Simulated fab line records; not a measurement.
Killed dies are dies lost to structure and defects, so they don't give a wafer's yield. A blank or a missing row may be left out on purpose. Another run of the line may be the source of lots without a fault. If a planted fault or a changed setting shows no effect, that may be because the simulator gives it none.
Chamber matching :: flow n5Finfet :: uvCure-02 running N5_BEOL_M5_CURE_80: 3 sister chambers
The step cures SiCOH lowk, time 120 s. 14 wafers are shown with their chamber, then 7 later ones without.

== WAFERS, EACH WITH ITS CHAMBER ==
wafer: L075.3
chamber: 2
wafer_temp_C_max: 371.1
lampPowerPct (%): 52.29

wafer: L075.4
chamber: 2
wafer_temp_C_max: 370.6
lampPowerPct (%): 52.24

wafer: L075.6
chamber: 2
wafer_temp_C_max: 370.7
lampPowerPct (%): 52.36

wafer: L084.3
chamber: 1
wafer_temp_C_max: 371.6
lampPowerPct (%): 52.30

wafer: L084.4
chamber: 1
wafer_temp_C_max: 371.8
lampPowerPct (%): 52.38

wafer: L084.6
chamber: 1
wafer_temp_C_max: 371.8
lampPowerPct (%): 52.33

wafer: L085.2
chamber: 2
wafer_temp_C_max: 371.0
lampPowerPct (%): 52.36

wafer: L085.4
chamber: 2
wafer_temp_C_max: 370.9
lampPowerPct (%): 52.24

wafer: L085.5
chamber: 2
wafer_temp_C_max: 370.9
lampPowerPct (%): 52.32

wafer: L089.1
chamber: 0
wafer_temp_C_max: 371.0
lampPowerPct (%): 52.37

wafer: L089.5
chamber: 0
wafer_temp_C_max: 370.6
lampPowerPct (%): 52.33

wafer: L089.6
chamber: 0
wafer_temp_C_max: 370.5
lampPowerPct (%): 52.19

wafer: L092.1
chamber: 2
wafer_temp_C_max: 371.2
lampPowerPct (%): 52.41

wafer: L092.3
chamber: 2
wafer_temp_C_max: 371.3
lampPowerPct (%): 52.27

SIGNATURES (means of the wafers above)
reading: wafer_temp_C_max
chamber 0: 370.700
chamber 1: 371.733
chamber 2: 370.962
scatter within a chamber: 0.227

reading: lampPowerPct
chamber 0: 52.2967
chamber 1: 52.3367
chamber 2: 52.3113
scatter within a chamber: 0.0661
Rule: a wafer's distance from a chamber is the root of the sum, over the readings, of the square of ((its reading less the chamber's mean) divided by the reading's scatter). If the next closest chamber is less than 2 further off than the closest, the wafer can't be placed; otherwise it belongs to the closest. How the scatter is found: for the shown wafers, subtract from each reading the mean of its chamber, square and add these, divide the total by (wafers less chambers), then take the root.

== WAFERS MISSING THEIR CHAMBER ==
wafer: L092.4
wafer_temp_C_max: 371.3
lampPowerPct (%): 52.27

wafer: L093.2
wafer_temp_C_max: 371.1
lampPowerPct (%): 52.45

wafer: L093.4
wafer_temp_C_max: 370.6
lampPowerPct (%): 52.28

wafer: L093.5
wafer_temp_C_max: 370.7
lampPowerPct (%): 52.31

wafer: L097.1
wafer_temp_C_max: 371.2
lampPowerPct (%): 52.20

wafer: L097.3
wafer_temp_C_max: 371.7
lampPowerPct (%): 52.20

wafer: L097.5
wafer_temp_C_max: 371.0
lampPowerPct (%): 52.24

== WHICH CHAMBER EACH ONE RAN IN ==
wafer: L092.4
from the rows above: can't be placed: 2 or 1 or 0
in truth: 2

wafer: L093.2
from the rows above: can't be placed: 2 or 0 or 1
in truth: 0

wafer: L093.4
from the rows above: can't be placed: 0 or 2
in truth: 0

wafer: L093.5
from the rows above: can't be placed: 0 or 2
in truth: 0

wafer: L097.1
from the rows above: can't be placed: 2 or 0 or 1
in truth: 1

wafer: L097.3
from the rows above: can't be placed: 1 or 2
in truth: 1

wafer: L097.5
from the rows above: can't be placed: 2 or 0
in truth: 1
0 of 7 placed correctly. From these rows, 7 cannot be placed; in 6 the true chamber is one of the candidates. Number placed wrongly: 0.
